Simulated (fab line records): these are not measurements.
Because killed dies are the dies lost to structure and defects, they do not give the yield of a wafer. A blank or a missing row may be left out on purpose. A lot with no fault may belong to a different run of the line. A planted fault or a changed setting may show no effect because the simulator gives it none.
fab line records	flow n5Finfet
[record] lots = 6	wafers = 18	lastDay = 17
route steps=1938 shown BEOL_M5@1120
lots untouched by any fault: they come from a run of this same line in which no faults occurred
startH: start of the lot's first displayed wafer, in hours after the record's first day	waitH: hours since the lot's step before	" repeats the value in the row above	L1.1+2: a row that stands for several wafers	- value missing, or start not given	* or withheld: withheld	< > ~ a bound
route shown NAME@n: a module of which the file shows steps, and the number in the route of the first	usual: mean/standard deviation taken from wafers without a fault	same: alike in all rows	chamber/n: place in a boat	sites: readings site by site	_std_site: standard deviation of those values	_edge_site: the outer-site mean with the inner-site mean subtracted	radiusMm: for every site, how far away it sits from the centre of the wafer	mask NAME#n: copy n	behind: tool/chamber where the wafer was last shaped	hold: the reason the lot was held/the length of the hold in hours/how it ended	device: transistor that didn't switch, given as n, p or np	end of line: the same wafers' tests at the end of the route	where a step has no rows: the recipe by itself	killed: the dies lost at the first sort to structure and to defects; this is not the yield of the wafer	map: the dies of a wafer, with x for killed, . for not killed, _ for no die there
set.NAME: the setting the step ran with; set.NAME@STEP: the setting that earlier step ran with	model.NAME: the simulator's own value behind a step, which no gauge read
lots at selected steps of the route; one table per step, one row per wafer
services: when a tool's chamber went out of use (startH, in hours from the record's first day, below 0 if earlier), for how many hours, and the reason
[[steps]]
[step N5_BEOL_M5_COAT_05]
[recipe] resist = CAR-EUV	spinRpm = 1500	resistThkNm = 30
[step N5_BEOL_M5_EBR_07]
[recipe] solvent = PGMEA	ebrWidthMm = 1.5
[step N5_BEOL_M5_SOFTBAKE_06]
[recipe] tempC = 110	timeS = 60	resist = CAR-EUV
[step N5_BEOL_M5_EXPOSE_08]
[recipe] maskId = M5	na = 0.33	sourceShape = annular	sigmaInner = 0.4	sigmaOuter = 0.8	polarization = unpolarized	targetCdNm = 28	doseMj = 35.75
[step N5_BEOL_M5_PEB_09]
[recipe] pebTempC = 100	pebTimeS = 60	resist = CAR-EUV
[step N5_BEOL_M5_DEVELOP_10]
[recipe] developTimeS = 30	developer = TMAH	resist = CAR-EUV	rinseLiquid = surfactantRinse	dry = airSpin	devTempC = 23
[step N5_BEOL_M5_CD_MEAS_11]
[recipe] targetCdNm = 27.74	landingEnergyEv = 500	detector = seInlens
[usual] cdNm = 27.94/0.23
lot.wafer	tool	chamber	startH	waitH	cdNm
L102.1	cdSem-03	0	197.42	-	28.55
L102.4	"	0	"	"	28.13
L102.6	"	0	"	"	27.80
L103.2	cdSem-02	0	203.14	-	28.08
L103.3	"	0	"	"	28.52
L103.5	"	0	"	"	28.08
L110.1	cdSem-01	0	250.73	-	27.76
L110.3	"	0	"	"	27.65
L110.6	"	0	"	"	27.88
L116.2	cdSem-01	0	289.75	-	27.96
L116.3	"	0	"	"	27.92
L116.6	"	0	"	"	27.91
L118.1	cdSem-03	0	305.96	-	28.16
L118.3	"	0	"	"	28.37
L118.5	"	0	"	"	27.96
L119.1	cdSem-03	0	312.00	-	27.88
L119.2	"	0	"	"	27.68
L119.6	"	0	"	"	27.90
[step N5_BEOL_M5_OVL_MEAS_12]
[recipe] pointsPerWafer = 522
[usual] M5_OVL = -0.6/0.67
lot.wafer	tool	chamber	startH	waitH	M5_OVL[nm]
L102.1	overlay-01	0	197.45	0.0	-1.3
L102.4	"	0	"	"	-1.4
L102.6	"	0	"	"	-0.9
L103.2	overlay-02	0	203.18	0.0	-0.8
L103.3	"	0	"	"	-0.1
L103.5	"	0	"	"	0.2
L110.1	overlay-01	0	250.76	0.0	0.5
L110.3	"	0	"	"	0.7
L110.6	"	0	"	"	0.6
L116.2	overlay-02	0	289.78	0.0	-0.2
L116.3	"	0	"	"	-0.1
L116.6	"	0	"	"	-0.9
L118.1	overlay-02	0	305.99	0.0	-0.7
L118.3	"	0	"	"	-0.1
L118.5	"	0	"	"	-0.3
L119.1	overlay-02	0	312.03	0.0	-1.3
L119.2	"	0	"	"	-2.0
L119.6	"	0	"	"	-1.4
[step N5_BEOL_M5_INSPECT_13]
[recipe] mode = adi	inspectInstrument = brightfield
[usual] rawDefectCount = 401/110
lot.wafer	tool	chamber	startH	waitH	rawDefectCount
L102.1	defectInspect-01	-	197.51	0.1	375
L102.4	"	-	"	"	256
L102.6	"	-	"	"	260
L103.2	defectInspect-02	-	203.23	0.0	232
L103.3	"	-	"	"	295
L103.5	"	-	"	"	256
L110.1	defectInspect-02	-	250.82	0.1	587
L110.3	"	-	"	"	484
L110.6	"	-	"	"	416
L116.2	defectInspect-02	-	289.84	0.0	330
L116.3	"	-	"	"	270
L116.6	"	-	"	"	391
L118.1	defectInspect-01	-	306.05	0.1	430
L118.3	"	-	"	"	355
L118.5	"	-	"	"	521
L119.1	defectInspect-01	-	312.09	0.1	562
L119.2	"	-	"	"	338
L119.6	"	-	"	"	569
[step N5_BEOL_M5_DESCUM_16]
[recipe] chemistry = O2	timeS = 7	sourcePowerW = 50	biasPowerW = 20	pressureMtorr = 20	rfFrequencyHz = 2.712e+07	tempC = 40	resist = CAR-EUV	o2FlowSccm = 225
[usual] chamberPressureMTorr = 20.001/0.02	drypumpMotorCurrentA = 5.8/0.53	o2FlowSccm = 225.1/0.64	oesProductAu = 0.80/0.085	rfFwdPowerW = 49.24/0.26	rfVppV = 243.7/1.4	showerheadPlenumPTorr = 2.14/0.071	throttleValvePct = 20.3/0.33
lot.wafer	tool	chamber	startH	waitH	chamberPressureMTorr	drypumpMotorCurrentA	o2FlowSccm	oesProductAu	rfFwdPowerW	rfHoursCounterH	rfVppV	showerheadPlenumPTorr	throttleValvePct
L102.1	rieDiel-06	2	197.55	0.0	20.004	6.4	224.8	0.71	49.14	203	240.7	1.99	21.0
L102.4	"	1	"	"	19.994	5.9	225.5	0.91	49.18	18	243.3	2.14	20.1
L102.6	"	3	"	"	20.031	6.2	226.6	0.91	49.15	-	243.8	2.13	19.8
L103.2	rieDiel-01	1	203.27	0.0	19.978	5.0	225.0	0.86	49.25	41	245.6	2.22	20.3
L103.3	"	0	"	"	20.019	6.7	226.4	0.75	49.64	175	242.9	2.16	20.3
L103.5	"	3	"	"	20.006	5.7	224.5	0.84	49.36	-	243.4	2.03	20.2
L110.1	rieDiel-01	3	250.86	0.0	19.975	5.7	224.9	0.82	49.40	84	242.4	2.03	20.2
L110.3	"	2	"	"	19.998	5.4	224.1	0.67	49.52	249	244.4	2.15	20.6
L110.6	"	2	"	"	20.014	5.4	224.9	0.66	49.75	-	243.9	2.15	20.6
L116.2	rieDiel-06	1	289.89	0.1	19.982	5.9	224.6	0.87	49.18	43	241.9	2.13	20.2
L116.3	"	3	"	"	19.980	6.2	225.3	0.86	49.14	58	243.8	2.12	19.8
L116.6	"	1	"	"	19.983	5.9	225.2	0.88	49.04	-	245.6	2.13	20.2
L118.1	rieDiel-06	3	306.45	0.4	20.030	6.2	224.3	0.85	49.42	62	241.9	2.12	19.8
L118.3	"	2	"	"	20.005	6.4	225.2	0.68	49.24	239	241.1	1.98	21.0
L118.5	"	1	"	"	20.018	5.9	224.8	0.85	48.91	-	243.2	2.13	20.2
L119.1	rieDiel-03	2	312.12	0.0	20.017	6.0	225.5	0.69	49.86	239	243.4	2.15	20.6
L119.2	"	1	"	"	20.026	5.9	225.6	0.70	49.38	230	242.0	2.16	20.6
L119.6	"	0	"	"	20.013	5.3	225.2	0.70	49.49	-	243.1	2.17	20.2
[step N5_BEOL_M5_ETCH_72]
[recipe] chemistry = N2/H2	target = underlayer	targetDepthA = 65	maskMaterial = CAR-EUV	timeS = 5.2	ionEnergyEv = 200	pressureMtorr = 30	sourceW = 840	biasW = 150	n2FlowSccm = 200	h2FlowSccm = 200	ends = cleared
[usual] biasW = 150.0/0.47	chamberPressureMTorr = 30.00/0.041	drypumpMotorCurrentA = 5.8/0.53	etchRfOnTimeS = 5.16/0.087	oesProductAu = 0.69/0.074	rfFwdPowerW = 819.3/2.5	rfVppV = 525.4/2.7	showerheadPlenumPTorr = 2.59/0.084	throttleValvePct = 17.7/0.34
lot.wafer	tool	chamber	startH	waitH	biasW	chamberPressureMTorr	drypumpMotorCurrentA	etchRfOnTimeS	oesProductAu	rfFwdPowerW	rfHoursCounterH	rfVppV	showerheadPlenumPTorr	throttleValvePct
L102.1	rieDiel-06	2	197.59	0.0	150.2	30.05	6.4	5.33	0.60	817.6	203	520.8	2.41	18.4
L102.4	"	1	"	"	149.1	30.01	5.9	5.06	0.80	821.9	18	526.0	2.59	17.5
L102.6	"	3	"	"	150.5	29.94	6.2	5.08	0.77	822.1	-	525.6	2.60	17.2
L103.2	rieDiel-01	1	203.30	0.0	150.1	30.07	5.0	5.13	0.73	820.2	41	528.2	2.71	17.7
L103.3	"	0	"	"	150.4	30.02	6.7	5.21	0.64	822.1	175	527.1	2.63	17.8
L103.5	"	3	"	"	149.7	29.99	5.7	5.17	0.71	817.6	-	523.2	2.47	17.6
L110.1	rieDiel-01	3	250.89	0.0	150.9	29.97	5.8	5.13	0.69	817.4	84	521.1	2.47	17.6
L110.3	"	2	"	"	149.5	29.97	5.4	5.10	0.58	816.4	249	524.7	2.61	18.1
L110.6	"	2	"	"	149.8	30.00	5.4	5.10	0.58	820.7	-	524.1	2.61	18.1
L116.2	rieDiel-06	1	289.92	0.0	150.6	29.99	5.9	5.07	0.75	818.6	43	525.5	2.58	17.6
L116.3	"	3	"	"	150.0	29.97	6.2	5.14	0.74	819.3	58	524.0	2.58	17.3
L116.6	"	1	"	"	150.4	30.03	5.9	5.15	0.74	821.5	-	526.9	2.58	17.6
L118.1	rieDiel-06	3	306.49	0.0	150.3	29.98	6.2	5.07	0.73	815.9	62	525.4	2.58	17.3
L118.3	"	2	"	"	149.4	29.99	6.4	5.31	0.58	820.5	239	519.3	2.40	18.4
L118.5	"	1	"	"	149.5	30.02	5.9	5.11	0.75	816.6	-	526.6	2.57	17.6
L119.1	rieDiel-03	2	312.16	0.0	149.9	30.03	6.0	5.20	0.59	820.0	239	526.7	2.61	18.0
L119.2	"	1	"	"	149.9	29.97	5.9	5.24	0.60	823.9	230	526.5	2.61	18.0
L119.6	"	0	"	"	149.8	29.98	5.3	5.29	0.60	818.8	-	527.2	2.62	17.6
[step N5_BEOL_M5_ETCH_61]
[recipe] chemistry = CF4	target = SiARC	targetDepthA = 156	maskMaterial = CAR-EUV	timeS = 26	ionEnergyEv = 80	pressureMtorr = 40	sourceW = 545	biasW = 36	Ar_flow_sccm = 100	cf4FlowSccm = 100	ends = cleared
[usual] biasW = 35.98/0.11	cf4FlowSccm = 100.00/0.28	chamberPressureMTorr = 40.00/0.036	drypumpMotorCurrentA = 5.8/0.53	etchRfOnTimeS = 25.8/0.41	oesProductAu = 0.69/0.074	rfFwdPowerW = 532.1/1.7	rfVppV = 184.6/1.3	showerheadPlenumPTorr = 2.18/0.067	throttleValvePct = 15.5/0.33
lot.wafer	tool	chamber	startH	waitH	biasW	cf4FlowSccm	chamberPressureMTorr	drypumpMotorCurrentA	etchRfOnTimeS	oesProductAu	rfFwdPowerW	rfHoursCounterH	rfVppV	showerheadPlenumPTorr	throttleValvePct
L102.1	rieDiel-06	2	197.60	0.0	36.02	100.40	40.05	6.4	26.4	0.60	532.0	203	180.9	2.04	16.1
L102.4	"	1	"	"	35.99	100.48	40.02	5.9	25.4	0.80	530.8	18	184.9	2.18	15.3
L102.6	"	3	"	"	35.97	100.09	39.99	6.2	25.6	0.78	529.6	-	184.2	2.18	15.0
L103.2	rieDiel-01	1	203.32	0.0	36.16	100.29	39.96	5.0	25.3	0.74	530.0	41	185.0	2.26	15.5
L103.3	"	0	"	"	35.79	100.24	40.04	6.7	25.6	0.65	533.5	175	185.8	2.22	15.6
L103.5	"	3	"	"	35.86	100.50	39.97	5.7	25.5	0.72	533.1	-	185.1	2.09	15.4
L110.1	rieDiel-01	3	250.91	0.0	35.89	99.46	39.99	5.7	26.0	0.69	531.8	84	183.1	2.08	15.4
L110.3	"	2	"	"	35.92	99.81	40.01	5.4	25.7	0.58	536.4	249	185.3	2.19	15.9
L110.6	"	2	"	"	36.02	99.61	39.98	5.4	25.7	0.58	532.4	-	184.0	2.19	15.8
L116.2	rieDiel-06	1	289.94	0.0	35.92	100.17	40.01	5.9	25.3	0.74	531.2	43	184.1	2.18	15.3
L116.3	"	3	"	"	35.82	99.91	39.99	6.2	25.7	0.74	533.6	58	185.7	2.17	15.1
L116.6	"	1	"	"	35.97	100.35	39.94	5.9	25.4	0.75	531.9	-	185.3	2.18	15.3
L118.1	rieDiel-06	3	306.50	0.0	35.97	99.48	39.95	6.1	26.0	0.73	532.3	62	183.9	2.17	15.1
L118.3	"	2	"	"	36.10	99.79	40.01	6.4	26.8	0.58	533.8	239	183.7	2.03	16.2
L118.5	"	1	"	"	35.91	99.79	39.99	5.9	25.9	0.74	531.3	-	185.4	2.17	15.4
L119.1	rieDiel-03	2	312.18	0.0	35.95	100.06	40.03	6.0	25.9	0.59	534.7	239	184.3	2.20	15.8
L119.2	"	1	"	"	35.80	100.37	40.02	5.9	26.1	0.61	532.7	230	184.0	2.20	15.8
L119.6	"	0	"	"	35.95	100.02	39.96	5.3	26.1	0.60	532.0	-	183.9	2.20	15.4
[step N5_BEOL_M5_ETCH_62]
[recipe] chemistry = N2/H2	target = SOC	targetDepthA = 750	overetchA = 150	maskMaterial = SiARC	tempC = 40	timeS = 112.5	ionEnergyEv = 200	pressureMtorr = 30	sourceW = 840	biasW = 150	n2FlowSccm = 200	h2FlowSccm = 200
[usual] biasW = 150.0/0.5	chamberPressureMTorr = 29.998/0.028	drypumpMotorCurrentA = 5.8/0.54	oesProductAu = 0.64/0.064	rfFwdPowerW = 835.9/2.9	rfVppV = 525.3/2.5	showerheadPlenumPTorr = 2.59/0.084	throttleValvePct = 17.7/0.35
lot.wafer	tool	chamber	startH	waitH	biasW	chamberPressureMTorr	drypumpMotorCurrentA	oesProductAu	rfFwdPowerW	rfHoursCounterH	rfVppV	showerheadPlenumPTorr	throttleValvePct	model.SiARC_of_BEOL_M5_COAT_60.thkNm	model.underlayer_of_BEOL_M5_COAT_71.thkNm
L102.1	rieDiel-06	2	197.63	0.0	-	-	-	-	-	-	-	-	-	12	5
L102.4	"	1	"	"	-	-	-	-	-	-	-	-	-	12	5
L102.6	"	3	"	"	-	-	-	-	-	-	-	-	-	12	5
L103.2	rieDiel-01	1	203.34	0.0	-	-	-	-	-	-	-	-	-	12	5
L103.3	"	0	"	"	-	-	-	-	-	-	-	-	-	12	5
L103.5	"	3	"	"	-	-	-	-	-	-	-	-	-	12	5
L110.1	rieDiel-01	3	250.94	0.0	150.4	30.016	5.7	0.64	837.5	84	521.3	2.47	17.6	6.8	0
L110.3	"	2	"	"	149.6	29.966	5.4	0.53	840.9	249	525.9	2.61	18.0	6.8	0
L110.6	"	2	"	"	149.0	30.012	5.4	0.54	842.7	-	526.9	2.61	18.0	6.6	0
L116.2	rieDiel-06	1	289.97	0.0	149.6	30.024	5.9	0.69	829.3	43	524.4	2.58	17.5	6.6	0
L116.3	"	3	"	"	150.0	30.001	6.2	0.68	835.1	58	525.7	2.58	17.2	6.8	0
L116.6	"	1	"	"	149.3	29.995	5.9	0.69	828.2	-	525.3	2.58	17.6	6.6	0
L118.1	rieDiel-06	3	306.53	0.0	149.5	29.983	6.2	0.67	830.5	62	524.9	2.58	17.2	6.8	0
L118.3	"	2	"	"	149.9	30.045	6.4	0.54	836.6	239	519.5	2.40	18.4	7.2	0
L118.5	"	1	"	"	151.0	29.975	5.9	0.68	833.9	-	524.8	2.57	17.6	6.8	0
L119.1	rieDiel-03	2	312.20	0.0	150.1	30.037	6.0	0.55	833.4	239	525.6	2.61	18.0	6.8	0
L119.2	"	1	"	"	149.6	30.001	5.9	0.56	833.5	230	525.4	2.61	18.0	6.8	0
L119.6	"	0	"	"	150.8	30.005	5.2	0.55	837.3	-	524.6	2.62	17.6	6.8	0
[step N5_BEOL_M5_STRIP_63]
[recipe] chemistry = N2/H2	tempC = 40	n2FlowSccm = 200	h2FlowSccm = 200	rfFrequencyHz = 6e+07
[step N5_BEOL_M5_STRIP_73]
[recipe] chemistry = N2/H2	tempC = 40	n2FlowSccm = 200	h2FlowSccm = 200	rfFrequencyHz = 6e+07
[step N5_BEOL_M5_STRIP_64]
[recipe] chemistry = CF4	resist = SiARC	powerW = 300	biasPowerW = 75	pressureMtorr = 50	cf4FlowSccm = 150	rfFrequencyHz = 6e+07
[usual] chamberPressureMTorr = 50.00/0.043	drypumpMotorCurrentA = 5.8/0.53	oesProductAu = 0.80/0.079	rfFwdPowerW = 292.4/0.87	rfVppV = 271.8/1.6	showerheadPlenumPTorr = 1.83/0.056	throttleValvePct = 13.5/0.33
lot.wafer	tool	chamber	startH	waitH	chamberPressureMTorr	drypumpMotorCurrentA	oesProductAu	rfFwdPowerW	rfHoursCounterH	rfVppV	showerheadPlenumPTorr	throttleValvePct
L102.1	rieDiel-06	2	197.76	0.0	50.01	6.4	0.70	291.7	203	268.9	1.71	14.1
L102.4	"	1	"	"	49.95	5.9	0.90	293.0	18	271.3	1.82	13.2
L102.6	"	3	"	"	50.02	6.2	0.90	293.3	-	272.4	1.83	13.0
L103.2	rieDiel-01	1	203.47	0.0	49.96	5.0	0.85	293.1	41	274.1	1.90	13.4
L103.3	"	0	"	"	49.99	6.7	0.74	293.5	175	273.6	1.86	13.6
L103.5	"	3	"	"	50.03	5.7	0.81	293.1	-	271.4	1.75	13.4
L110.1	rieDiel-01	3	251.06	0.0	50.05	5.7	0.80	292.9	84	268.3	1.75	13.4
L110.3	"	2	"	"	50.01	5.4	0.67	292.6	250	271.8	1.84	13.8
L110.6	"	2	"	"	49.99	5.4	0.67	292.3	-	272.7	1.84	13.9
L116.2	rieDiel-06	1	290.10	0.0	50.03	5.9	0.86	293.4	43	272.5	1.82	13.3
L116.3	"	3	"	"	50.07	6.2	0.85	292.5	58	270.1	1.82	13.1
L116.6	"	1	"	"	49.96	5.9	0.86	293.0	-	272.0	1.82	13.3
L118.1	rieDiel-06	3	306.66	0.0	50.05	6.2	0.83	292.2	62	271.1	1.82	13.1
L118.3	"	2	"	"	50.01	6.4	0.68	292.1	239	268.7	1.70	14.2
L118.5	"	1	"	"	50.02	5.9	0.85	293.3	-	271.4	1.82	13.3
L119.1	rieDiel-03	2	312.33	0.0	50.06	6.0	0.69	292.7	239	271.5	1.84	13.8
L119.2	"	1	"	"	50.07	5.9	0.71	291.7	230	270.5	1.84	13.8
L119.6	"	0	"	"	49.99	5.3	0.70	293.0	-	270.8	1.84	13.4
[step N5_BEOL_M5_HM_OPEN_17]
[recipe] chemistry = Cl2/BCl3	targetDepthA = 200	overetchA = 60	target = TiN	maskMaterial = SOC	ionEnergyEv = 150	pressureMtorr = 10	icpW = 1000	biasW = 126	Cl2_flow_sccm = 53.25	bcl3FlowSccm = 21.75	Ar_flow_sccm = 25
[usual] chamberPressureMTorr = 10.000/0.0086	drypumpMotorCurrentA = 5.6/0.58	mfcCl2Sccm = 53.24/0.15	oesProductAu = 0.68/0.075	rfFwdPowerW = 994/3.2	throttleValvePct = 22.15/0.23
lot.wafer	tool	chamber	startH	waitH	chamberPressureMTorr	drypumpMotorCurrentA	mfcCl2Sccm	oesProductAu	rfFwdPowerW	rfHoursCounterH	throttleValvePct
L102.1	rieMetal-03	0	197.80	0.0	10.000	6.5	53.26	0.32	994	15	22.55
L102.4	"	1	"	"	9.987	5.1	53.34	0.29	997	-	22.82
L102.6	"	0	"	"	9.987	6.5	53.00	0.33	991	-	22.55
L103.2	rieMetal-01	1	203.54	0.1	10.015	5.9	53.28	0.35	996	-	22.67
L103.3	"	1	"	"	10.009	6.0	53.02	0.35	993	-	22.66
L103.5	"	1	"	"	10.006	5.9	53.27	0.36	989	-	22.68
L110.1	rieMetal-03	0	251.10	0.0	10.006	6.5	52.92	0.71	999	20	21.91
L110.3	"	1	"	"	10.008	5.1	53.10	0.65	996	-	22.19
L110.6	"	0	"	"	10.004	6.5	53.17	0.71	995	-	21.90
L116.2	rieMetal-02	1	290.14	0.0	9.993	5.7	52.95	0.63	989	52	22.38
L116.3	"	0	"	"	9.990	4.9	53.02	0.80	995	-	22.29
L116.6	"	1	"	"	10.002	5.6	53.14	0.62	992	-	22.40
L118.1	rieMetal-02	1	306.70	0.0	10.011	5.7	53.05	0.63	994	55	22.40
L118.3	"	1	"	"	10.029	5.7	53.28	0.62	992	-	22.41
L118.5	"	0	"	"	9.989	4.9	53.35	0.78	996	-	22.28
L119.1	rieMetal-03	1	312.37	0.0	9.990	5.0	53.30	0.65	990	53	22.20
L119.2	"	0	"	"	9.995	6.5	53.29	0.70	992	25	21.91
L119.6	"	1	"	"	10.005	5.0	53.16	0.65	990	-	22.20
[step N5_BEOL_M5_STRIP_19]
[recipe] chemistry = O2	powerW = 400	tempC = 40	pressureMtorr = 30	rfFrequencyHz = 6e+07	biasPowerW = 0	overashFraction = 0.2	o2FlowSccm = 225
[usual] chamberPressureMTorr = 30.001/0.029	drypumpMotorCurrentA = 5.8/0.49	o2FlowSccm = 225.0/0.63	oesProductAu = 0.78/0.085	rfVppV = 3.6/0.48	showerheadPlenumPTorr = 2.15/0.059	throttleValvePct = 16.62/0.24
lot.wafer	tool	chamber	startH	waitH	chamberPressureMTorr	drypumpMotorCurrentA	o2FlowSccm	oesProductAu	rfHoursCounterH	rfVppV	showerheadPlenumPTorr	throttleValvePct
L102.1	rieDiel-06	0	197.91	0.1	29.977	5.0	225.3	0.86	54	3.2	2.22	16.50
L102.4	"	2	"	"	30.031	6.4	224.9	0.71	203	3.4	1.99	17.19
L102.6	"	1	"	"	30.021	5.9	225.3	0.92	-	3.0	2.14	16.37
L103.2	rieDiel-03	2	203.80	0.2	29.986	6.0	224.9	0.73	197	3.4	2.17	16.74
L103.3	"	1	"	"	29.973	5.9	224.6	0.74	-	3.7	2.18	16.80
L103.5	"	1	"	"	30.050	5.9	224.6	0.74	-	3.7	2.18	16.80
L110.1	rieDiel-01	1	251.21	0.1	29.982	5.0	224.7	0.84	54	3.6	2.22	16.54
L110.3	"	0	"	"	30.001	6.7	224.2	0.73	189	3.6	2.16	16.61
L110.6	"	0	"	"	30.003	6.7	223.8	0.73	-	4.3	2.16	16.62
L116.2	rieDiel-01	3	290.28	0.1	29.965	5.7	225.3	0.81	98	3.3	2.03	16.50
L116.3	"	2	"	"	30.027	5.4	225.3	0.95	5	3.6	2.15	16.46
L116.6	"	2	"	"	29.950	5.4	224.5	0.95	-	3.9	2.15	16.47
L118.1	rieDiel-01	0	306.81	0.1	29.987	6.7	224.2	0.72	211	3.5	2.16	16.66
L118.3	"	2	"	"	30.039	5.4	225.0	0.94	10	3.2	2.15	16.48
L118.5	"	3	"	"	30.023	5.7	225.0	0.80	-	3.7	2.02	16.49
L119.1	rieDiel-03	3	312.48	0.1	29.959	5.7	225.2	0.85	45	2.8	2.14	16.58
L119.2	"	0	"	"	30.032	5.3	225.2	0.69	217	4.3	2.17	16.51
L119.6	"	2	"	"	30.031	6.0	225.5	0.69	-	3.5	2.16	16.82
[step N5_BEOL_M5_CD_MEAS_18]
[recipe] pitchNm = 56	targetCdNm = 28
[usual] cdNm = 28.02/0.28
lot.wafer	tool	chamber	startH	waitH	cdNm
L102.1	cdSem-01	-	197.98	0.0	-
L102.4	"	-	"	"	-
L102.6	"	-	"	"	-
L103.2	cdSem-02	-	203.89	0.1	-
L103.3	"	-	"	"	-
L103.5	"	-	"	"	-
L110.1	cdSem-03	-	251.28	0.0	27.52
L110.3	"	-	"	"	27.88
L110.6	"	-	"	"	27.66
L116.2	cdSem-02	-	290.35	0.1	28.26
L116.3	"	-	"	"	28.32
L116.6	"	-	"	"	28.20
L118.1	cdSem-03	-	306.88	0.0	28.25
L118.3	"	-	"	"	28.27
L118.5	"	-	"	"	28.24
L119.1	cdSem-01	-	312.55	0.0	27.84
L119.2	"	-	"	"	28.07
L119.6	"	-	"	"	28.24
[step N5_BEOL_M5_COAT_65]
[recipe] resist = SOC	tempC = 250	timeS = 60	spinRpm = 1500	resistThkNm = 60
[[services]]
tool	chamber	startH	hours	kind
rieDiel-06	2	178.70	3.8	repair
rieDiel-01	0	184.02	9.1	repair
rieDiel-01	2	185.47	12.7	repair
rieDiel-03	3	194.87	4.1	repair
rieDiel-03	3	202.36	63.7	repair
rieDiel-06	1	228.58	18.5	repair
rieMetal-01	-	234.41	2.8	pm
rieMetal-02	0	252.25	-	clean
rieMetal-02	0	252.25	14.4	scheduledDown
rieMetal-02	0	252.25	14.4	ventCycle
rieDiel-01	2	252.57	-	clean
rieDiel-01	2	252.57	-	consumableReplace:focusRing
rieDiel-01	2	252.57	22.7	scheduledDown
rieDiel-01	2	252.57	22.7	ventCycle
rieDiel-03	1	262.53	4.8	repair
rieDiel-01	3	277.69	5.4	repair
[[key]]
[firstSign] step = N5_BEOL_M5_ETCH_62	reading = toolRecord	direction = missing
[effect] step = N5_BEOL_M5_HM_OPEN_17	reading = oesProductAu	direction = down	sigmas = 4.7	usual = 0.68	struck = 0.33
[effect] step = N5_BEOL_M5_CD_MEAS_18	reading = cdNm	direction = missing
[modelEffect] step = N5_BEOL_M5_ETCH_62	value = SiARC_of_BEOL_M5_COAT_60.thkNm	without = 6.8	struck = 12
metAt N5_BEOL_M5_ETCH_62
struckWafers L102.1,L102.4,L102.6,L103.2,L103.3,L103.5
laterRowsLeftOut L102.1,L102.4,L102.6,L103.2,L103.3,L103.5
sortLeftOut L102.1,L102.4,L102.6,L103.2,L103.3,L103.5
[fault] kind = skippedStepWhole	tool = rieDiel-01,rieDiel-06	chamber = -	onsetH = 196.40	steps = N5_BEOL_M5_ETCH_62	scope = struckLotsOnly
// sortLeftOut: the simulated sort isn't trusted on such a fault, so these wafers' sort isn't shown, and their yield isn't known
// laterRowsLeftOut: the simulator's readings of these wafers behind a module that went badly wrong aren't trusted and aren't shown, but for the sort
